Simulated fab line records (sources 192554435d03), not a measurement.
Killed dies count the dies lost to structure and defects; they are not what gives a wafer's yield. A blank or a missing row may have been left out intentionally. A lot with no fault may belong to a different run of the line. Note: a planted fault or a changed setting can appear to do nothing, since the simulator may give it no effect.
fab line records + flow n5Finfet
record:
- lots: 5
- wafers: 15
- lastDay: 17
route steps=1938 shown BEOL_M9@1406
lots that met no fault: taken from a fault-free run of the same line
startH: hours from the record's opening day to when the first of the lot's shown wafers began + waitH: hours from the lot's prior step to this one + " identical to the entry in the row above + L1.1+2: several wafers, shown together as one row + - either no value or no given start + * or withheld: withheld + < > ~ a bound
route shown NAME@n: NAME is a module with steps in the file, n the number in the route of the first one + usual: mean and standard deviation over wafers with no fault + same: alike in all rows + chamber/n: place in a boat + sites: readings site by site + _std_site: how widely they spread, as a standard deviation + _edge_site: mean of outer sites minus mean of inner sites + radiusMm: how far each site lies from the wafer's centre + mask NAME#n: copy n + behind: the most recent tool/chamber to have shaped the wafer + hold: reason for holding the lot/hours on hold/outcome of the hold + device: the n, p or np transistor that did not switch + end of line: the tests these same wafers got at the end of their route + where a step has no rows: the recipe by itself + killed: dies that structure and defects cost at the first sort, which is not the same as the wafer's yield + map: a wafer's dies, marking killed ones x, the rest . and places with no die _
set.NAME: the setting that was run; set.NAME@STEP: the one run at that earlier step + model.NAME: the simulator's own value behind a step, which no gauge read
a table for each step, a row for each wafer; lots at some steps of the route
services: from which hour (startH, from the record's first day; less than 0 if before it) a tool's chamber was out of use, for how many hours, and why
== steps ==
step: N5_BEOL_M9_COAT_59
recipe:
- resist: SOC
- tempC: 250
- timeS: 60
- spinRpm: 1500
- resistThkNm: 100
step: N5_BEOL_M9_COAT_60
recipe:
- resist: SiARC
- tempC: 220
- timeS: 60
- spinRpm: 1500
- resistThkNm: 30
step: N5_BEOL_M9_COAT_05
recipe:
- resist: CAR-ArF
- spinRpm: 1500
- resistThkNm: 90
step: N5_BEOL_M9_EBR_07
recipe:
- solvent: PGMEA
- ebrWidthMm: 1.5
step: N5_BEOL_M9_SOFTBAKE_06
recipe:
- tempC: 110
- timeS: 60
- resist: CAR-ArF
step: N5_BEOL_M9_EXPOSE_08
recipe:
- maskId: M9
- na: 1.35
- sourceShape: dipole
- sigmaInner: 0.411
- sigmaOuter: 0.611
- polarization: te
- doseMj: 53.75
step: N5_BEOL_M9_PEB_09
recipe:
- pebTempC: withheld
- pebTimeS: 60
- resist: CAR-ArF
step: N5_BEOL_M9_DEVELOP_10
recipe:
- developTimeS: 30
- developer: TMAH
- resist: CAR-ArF
- rinseLiquid: diw
- dry: airSpin
- devTempC: 23
step: N5_BEOL_M9_CD_MEAS_11
recipe:
- targetCdNm: 64.1
- landingEnergyEv: 500
- detector: seInlens
- polarity: opening
usual:
- cdNm: 64.2/0.53
| lot.wafer | tool     | chamber | startH | waitH | cdNm |
|-----------|----------|---------|--------|-------|------|
| L362.4    | cdSem-02 | 0       | 224.26 | -     | 64.8 |
| L362.5    | "        | 0       | "      | "     | 64.4 |
| L362.6    | "        | 0       | "      | "     | 64.7 |
| L372.2    | cdSem-02 | 0       | 294.40 | -     | 64.6 |
| L372.3    | "        | 0       | "      | "     | 64.7 |
| L372.6    | "        | 0       | "      | "     | 64.2 |
| L373.2    | cdSem-03 | 0       | 303.14 | -     | 64.4 |
| L373.3    | "        | 0       | "      | "     | 64.6 |
| L373.5    | "        | 0       | "      | "     | 64.2 |
| L380.4    | cdSem-03 | 0       | 331.23 | -     | 63.5 |
| L380.5    | "        | 0       | "      | "     | 63.9 |
| L380.6    | "        | 0       | "      | "     | 63.6 |
| L379.2    | cdSem-01 | 0       | 331.80 | -     | 63.7 |
| L379.3    | "        | 0       | "      | "     | 64.1 |
| L379.5    | "        | 0       | "      | "     | 63.8 |
step: N5_BEOL_M9_OVL_MEAS_12
recipe:
- pointsPerWafer: 44
usual:
- M9_OVL: -0.3/0.76
| lot.wafer | tool       | chamber | startH | waitH | M9_OVL[nm] |
|-----------|------------|---------|--------|-------|------------|
| L362.4    | overlay-02 | 0       | 224.28 | 0.0   | -0.6       |
| L362.5    | "          | 0       | "      | "     | -1.4       |
| L362.6    | "          | 0       | "      | "     | -0.5       |
| L372.2    | overlay-02 | 0       | 294.43 | 0.0   | 0.8        |
| L372.3    | "          | 0       | "      | "     | -0.2       |
| L372.6    | "          | 0       | "      | "     | -0.4       |
| L373.2    | overlay-01 | 0       | 303.17 | 0.0   | 0.7        |
| L373.3    | "          | 0       | "      | "     | 0.2        |
| L373.5    | "          | 0       | "      | "     | 0.5        |
| L380.4    | overlay-01 | 0       | 331.26 | 0.0   | -1.1       |
| L380.5    | "          | 0       | "      | "     | -1.1       |
| L380.6    | "          | 0       | "      | "     | -0.7       |
| L379.2    | overlay-01 | 0       | 331.83 | 0.0   | 0.9        |
| L379.3    | "          | 0       | "      | "     | 1.6        |
| L379.5    | "          | 0       | "      | "     | 1.1        |
step: N5_BEOL_M9_INSPECT_13
recipe:
- mode: adi
- inspectInstrument: brightfield
usual:
- rawDefectCount: 394/92
| lot.wafer | tool             | chamber | startH | waitH | rawDefectCount |
|-----------|------------------|---------|--------|-------|----------------|
| L362.4    | defectInspect-02 | -       | 224.31 | 0.0   | 327            |
| L362.5    | "                | -       | "      | "     | 382            |
| L362.6    | "                | -       | "      | "     | 267            |
| L372.2    | defectInspect-01 | -       | 294.45 | 0.0   | 292            |
| L372.3    | "                | -       | "      | "     | 325            |
| L372.6    | "                | -       | "      | "     | 377            |
| L373.2    | defectInspect-02 | -       | 303.20 | 0.0   | 386            |
| L373.3    | "                | -       | "      | "     | 399            |
| L373.5    | "                | -       | "      | "     | 515            |
| L380.4    | defectInspect-02 | -       | 331.28 | 0.0   | 406            |
| L380.5    | "                | -       | "      | "     | 427            |
| L380.6    | "                | -       | "      | "     | 510            |
| L379.2    | defectInspect-01 | -       | 331.85 | 0.0   | 367            |
| L379.3    | "                | -       | "      | "     | 297            |
| L379.5    | "                | -       | "      | "     | 428            |
step: N5_BEOL_M9_DESCUM_16
recipe:
- chemistry: O2
- timeS: 7.9
- sourcePowerW: 50
- biasPowerW: 20
- pressureMtorr: 20
- rfFrequencyHz: 2.712e+07
- tempC: 40
- resist: CAR-ArF
- o2FlowSccm: 225
usual:
- drypumpMotorCurrentA: 5.7/0.32
- oesProductAu: 0.78/0.078
- rfVppV: 242.8/1.8
- showerheadPlenumPTorr: 2.08/0.09
- throttleValvePct: 20.48/0.29
| lot.wafer | tool       | chamber | startH | waitH | drypumpMotorCurrentA | oesProductAu | rfHoursCounterH | rfVppV | showerheadPlenumPTorr | throttleValvePct |
|-----------|------------|---------|--------|-------|----------------------|--------------|-----------------|--------|-----------------------|------------------|
| L362.4    | rieDiel-02 | 1       | 224.36 | 0.0   | 6.3                  | 0.77         | -               | 245.9  | 2.20                  | 20.83            |
| L362.5    | "          | 3       | "      | "     | 5.4                  | 0.74         | -               | 244.6  | 2.08                  | 20.56            |
| L362.6    | "          | 2       | "      | "     | 5.5                  | 0.77         | -               | 240.3  | 2.02                  | 20.33            |
| L372.2    | rieDiel-02 | 1       | 294.49 | 0.0   | 6.4                  | 0.76         | 134             | 246.5  | 2.19                  | 20.87            |
| L372.3    | "          | 0       | "      | "     | 5.4                  | 0.92         | 13              | 245.5  | 2.14                  | 20.08            |
| L372.6    | "          | 3       | "      | "     | 5.5                  | 0.72         | -               | 243.6  | 2.07                  | 20.59            |
| L373.2    | rieDiel-06 | 1       | 303.23 | 0.0   | 5.9                  | 0.73         | 172             | 241.3  | 1.93                  | 20.97            |
| L373.3    | "          | 2       | "      | "     | 5.9                  | 0.70         | 201             | 241.9  | 1.99                  | 20.84            |
| L373.5    | "          | 2       | "      | "     | 5.8                  | 0.70         | -               | 240.2  | 1.99                  | 20.84            |
| L380.4    | rieDiel-05 | 2       | 331.31 | 0.0   | 6.0                  | 0.68         | 249             | 243.2  | 2.14                  | 20.31            |
| L380.5    | "          | 3       | "      | "     | 5.5                  | 0.86         | -               | 243.4  | 2.03                  | 20.29            |
| L380.6    | "          | 0       | "      | "     | 6.1                  | 0.70         | -               | 241.8  | 2.07                  | 20.40            |
| L379.2    | rieDiel-06 | 1       | 331.89 | 0.0   | 5.9                  | 0.71         | 181             | 237.4  | 1.93                  | 20.98            |
| L379.3    | "          | 2       | "      | "     | 5.8                  | 0.69         | 207             | 242.1  | 1.99                  | 20.85            |
| L379.5    | "          | 0       | "      | "     | 5.7                  | 0.77         | -               | 245.0  | 2.18                  | 20.53            |
step: N5_BEOL_M9_ETCH_61
recipe:
- chemistry: CF4
- target: SiARC
- targetDepthA: 390
- maskMaterial: CAR-ArF
- timeS: 65
- ionEnergyEv: 80
- pressureMtorr: 40
- sourceW: 545
- biasW: 36
- Ar_flow_sccm: 100
- cf4FlowSccm: 100
- ends: cleared
usual:
- drypumpMotorCurrentA: 5.7/0.32
- etchRfOnTimeS: 64.6/0.93
- oesProductAu: 0.67/0.065
- rfVppV: 183.8/1.3
- showerheadPlenumPTorr: 2.13/0.09
- throttleValvePct: 15.68/0.27
| lot.wafer | tool       | chamber | startH | waitH | drypumpMotorCurrentA | etchRfOnTimeS | oesProductAu | rfHoursCounterH | rfVppV | showerheadPlenumPTorr | throttleValvePct |
|-----------|------------|---------|--------|-------|----------------------|---------------|--------------|-----------------|--------|-----------------------|------------------|
| L362.4    | rieDiel-02 | 1       | 224.40 | 0.0   | 6.3                  | 64.1          | 0.67         | -               | 185.5  | 2.24                  | 15.95            |
| L362.5    | "          | 3       | "      | "     | 5.5                  | 66.6          | 0.63         | -               | 183.3  | 2.13                  | 15.75            |
| L362.6    | "          | 2       | "      | "     | 5.5                  | 65.4          | 0.65         | -               | 181.3  | 2.06                  | 15.51            |
| L372.2    | rieDiel-02 | 1       | 294.52 | 0.0   | 6.3                  | 63.4          | 0.66         | 134             | 183.6  | 2.24                  | 15.97            |
| L372.3    | "          | 0       | "      | "     | 5.4                  | 53.5          | 0.88         | 13              | 183.6  | 2.19                  | 15.24            |
| L372.6    | "          | 3       | "      | "     | 5.5                  | 65.9          | 0.61         | -               | 183.5  | 2.12                  | 15.82            |
| L373.2    | rieDiel-06 | 1       | 303.26 | 0.0   | 5.9                  | 62.8          | 0.63         | 172             | 181.9  | 1.98                  | 16.10            |
| L373.3    | "          | 2       | "      | "     | 5.9                  | 64.8          | 0.61         | 201             | 183.4  | 2.04                  | 16.02            |
| L373.5    | "          | 2       | "      | "     | 5.9                  | 64.6          | 0.61         | -               | 181.7  | 2.04                  | 16.03            |
| L380.4    | rieDiel-05 | 2       | 331.35 | 0.0   | 6.0                  | 65.8          | 0.58         | 249             | 185.9  | 2.19                  | 15.57            |
| L380.5    | "          | 3       | "      | "     | 5.6                  | 64.6          | 0.73         | -               | 183.3  | 2.09                  | 15.47            |
| L380.6    | "          | 0       | "      | "     | 6.2                  | 64.6          | 0.60         | -               | 184.4  | 2.13                  | 15.72            |
| L379.2    | rieDiel-06 | 1       | 331.92 | 0.0   | 5.9                  | 64.5          | 0.62         | 181             | 182.9  | 1.98                  | 16.12            |
| L379.3    | "          | 2       | "      | "     | 5.9                  | 65.5          | 0.60         | 207             | 182.6  | 2.04                  | 16.03            |
| L379.5    | "          | 0       | "      | "     | 5.7                  | 64.8          | 0.66         | -               | 184.8  | 2.23                  | 15.73            |
step: N5_BEOL_M9_ETCH_62
recipe:
- chemistry: N2/H2
- target: SOC
- targetDepthA: 1100
- overetchA: 220
- maskMaterial: SiARC
- tempC: 40
- timeS: 165
- ionEnergyEv: 200
- pressureMtorr: 30
- sourceW: 840
- biasW: 150
- n2FlowSccm: 200
- h2FlowSccm: 200
usual:
- drypumpMotorCurrentA: 5.7/0.32
- oesProductAu: 0.66/0.063
- rfVppV: 523/3.4
- showerheadPlenumPTorr: 2.52/0.11
- throttleValvePct: 17.88/0.29
| lot.wafer | tool       | chamber | startH | waitH | drypumpMotorCurrentA | oesProductAu | rfHoursCounterH | rfVppV | showerheadPlenumPTorr | throttleValvePct |
|-----------|------------|---------|--------|-------|----------------------|--------------|-----------------|--------|-----------------------|------------------|
| L362.4    | rieDiel-02 | 1       | 224.49 | 0.1   | 6.4                  | 0.66         | -               | 527    | 2.68                  | 18.18            |
| L362.5    | "          | 3       | "      | "     | 5.5                  | 0.63         | -               | 524    | 2.53                  | 17.96            |
| L362.6    | "          | 2       | "      | "     | 5.5                  | 0.65         | -               | 521    | 2.45                  | 17.63            |
| L372.2    | rieDiel-02 | 1       | 294.57 | 0.0   | 6.4                  | 0.65         | 134             | 527    | 2.67                  | 18.22            |
| L372.3    | "          | 0       | "      | "     | 5.4                  | 0.78         | 13              | 526    | 2.59                  | 17.47            |
| L372.6    | "          | 3       | "      | "     | 5.5                  | 0.62         | -               | 523    | 2.52                  | 18.02            |
| L373.2    | rieDiel-06 | 1       | 303.31 | 0.0   | 5.9                  | 0.62         | 172             | 518    | 2.33                  | 18.25            |
| L373.3    | "          | 2       | "      | "     | 5.8                  | 0.59         | 201             | 521    | 2.42                  | 18.26            |
| L373.5    | "          | 2       | "      | "     | 5.8                  | 0.59         | -               | 520    | 2.42                  | 18.27            |
| L380.4    | rieDiel-05 | 2       | 331.40 | 0.0   | 6.1                  | 0.58         | 249             | 526    | 2.61                  | 17.62            |
| L380.5    | "          | 3       | "      | "     | 5.6                  | 0.73         | -               | 522    | 2.48                  | 17.83            |
| L380.6    | "          | 0       | "      | "     | 6.2                  | 0.59         | -               | 522    | 2.52                  | 17.91            |
| L379.2    | rieDiel-06 | 1       | 331.97 | 0.0   | 5.9                  | 0.61         | 181             | 518    | 2.33                  | 18.26            |
| L379.3    | "          | 2       | "      | "     | 5.8                  | 0.59         | 207             | 523    | 2.42                  | 18.26            |
| L379.5    | "          | 0       | "      | "     | 5.7                  | 0.66         | -               | 528    | 2.66                  | 18.05            |
== services ==
| tool       | chamber | startH | hours | kind                        |
|------------|---------|--------|-------|-----------------------------|
| rieDiel-02 | -       | 211.42 | 0.1   | repair                      |
| rieDiel-02 | 0       | 219.73 | -     | clean                       |
| rieDiel-02 | 0       | 219.73 | -     | consumableReplace:focusRing |
| rieDiel-02 | 0       | 219.73 | 32.4  | scheduledDown               |
| rieDiel-02 | 0       | 219.73 | 32.4  | ventCycle                   |
| rieDiel-02 | 1       | 234.79 | 10.1  | repair                      |
| rieDiel-05 | 0       | 290.58 | 14.1  | repair                      |
| rieDiel-06 | 2       | 323.89 | 4.5   | repair                      |
== key ==
firstSign:
- step: N5_BEOL_M9_ETCH_61
- reading: etchRfOnTimeS
- direction: down
- sigmas: 12
- usual: *
- struck: *
effect none on later readings
metAt N5_BEOL_M9_ETCH_61
struckWafers L372.3
fault:
- kind: processParameterDrift
- tool: rieDiel-02
- chamber: 0
- onsetH: 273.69
- steps: N5_BEOL_M9_ETCH_61
- channel: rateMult
- offset: 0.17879
- shape: step
- endH: 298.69
